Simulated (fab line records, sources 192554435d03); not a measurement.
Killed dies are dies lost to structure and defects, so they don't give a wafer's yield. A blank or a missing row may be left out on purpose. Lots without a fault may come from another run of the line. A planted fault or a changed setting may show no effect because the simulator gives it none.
Chamber matching | flow n5_finfet | N5_MOL_CONTACT_COAG_ALD_133 on ald_sin-03: 4 sister chambers
The step deposits SiO2, target thk 5 nm, pulse time 1 s, co reactant pulse time 1 s. 8 wafers are shown with their chamber, then 8 later ones without.

WAFERS WITH THEIR CHAMBER
wafer  | chamber | heater_power_w (W) | susceptor_temp_C (C)
L075.5 | 0       | 83                 | 100.02
L077.1 | 3       | 78                 | 100.14
L084.1 | 0       | 83                 | 100.00
L084.5 | 2       | 84                 | 99.85
L085.1 | 3       | 79                 | 99.98
L085.4 | 1       | 72                 | 100.07
L085.6 | 1       | 72                 | 100.13
L087.3 | 2       | 85                 | 99.93

WAFERS WITHOUT THEIR CHAMBER
wafer  | heater_power_w (W) | susceptor_temp_C (C)
L087.4 | 71                 | 100.06
L087.6 | 82                 | 99.98
L094.1 | 73                 | 100.21
L094.4 | 85                 | 99.99
L094.6 | 85                 | 99.94
L097.1 | 84                 | 100.11
L097.4 | 78                 | 100.12
L097.6 | 84                 | 99.99

WHICH CHAMBER EACH WENT THROUGH
wafer  | from the rows above     | in truth
L087.4 | 1                       | 1
L087.6 | 0                       | 0
L094.1 | 1                       | 1
L094.4 | 2                       | 2
L094.6 | 2                       | 2
L097.1 | can't be placed: 0 or 2 | 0
L097.4 | 3                       | 3
L097.6 | can't be placed: 2 or 0 | 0
Placed correctly: 6 of 8. Can't be placed from these rows: 2 (the true chamber is among the candidates in 2). Placed wrongly: 0.
How it was worked out, from the rows above alone: a wafer's distance from a chamber is the root of the sum, over the readings, of the square of ((its reading less the chamber's mean) divided by the reading's scatter). The wafer belongs to the nearest chamber; if the next one is less than 2 further off, it can't be placed. A chamber's mean is the mean of its shown wafers. The scatter: the root of (the sum of the squares of (reading less its chamber's mean) over the shown wafers, divided by (wafers less chambers)).
